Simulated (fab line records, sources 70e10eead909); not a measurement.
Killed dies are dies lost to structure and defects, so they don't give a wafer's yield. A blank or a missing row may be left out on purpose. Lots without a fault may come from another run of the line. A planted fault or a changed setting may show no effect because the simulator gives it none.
Chamber matching | flow nand_harc | NHARC_A_STAIRCASE_DESCUM_186 on rie_diel-02: 4 sister chambers
The step chemistry O2, time 3 s. 4 wafers are shown with their chamber, then 8 later ones without.

WAFERS WITH THEIR CHAMBER
wafer  | chamber | drypump_motor_current_A (A)
L084.4 | 1       | 6.1
L089.5 | 3       | 6.3
L089.6 | 2       | 5.0
L085.1 | 0       | 5.6

WAFERS WITHOUT THEIR CHAMBER
wafer  | drypump_motor_current_A (A)
L085.3 | 6.3
L085.4 | 6.1
L090.2 | 5.6
L090.5 | 5.6
L090.6 | 5.0
L095.1 | 5.5
L095.2 | 6.3
L095.4 | 6.1

WHICH CHAMBER EACH WENT THROUGH
wafer  | from the rows above | in truth
L085.3 | 3                   | 3
L085.4 | 1                   | 1
L090.2 | 0                   | 0
L090.5 | 0                   | 0
L090.6 | 2                   | 2
L095.1 | 0                   | 0
L095.2 | 3                   | 3
L095.4 | 1                   | 1
Placed correctly: 8 of 8. Can't be placed from these rows: 0. Placed wrongly: 0.
How it was worked out, from the rows above alone: a wafer's distance from a chamber is the root of the sum, over the readings, of the square of ((its reading less the chamber's mean) divided by the reading's scatter). The wafer belongs to the nearest chamber; if the next one is less than 2 further off, it can't be placed. A chamber's mean is the mean of its shown wafers. The scatter: with one shown wafer a chamber, the root of the mean of the squares of how far each hidden wafer lies from its nearest shown one.
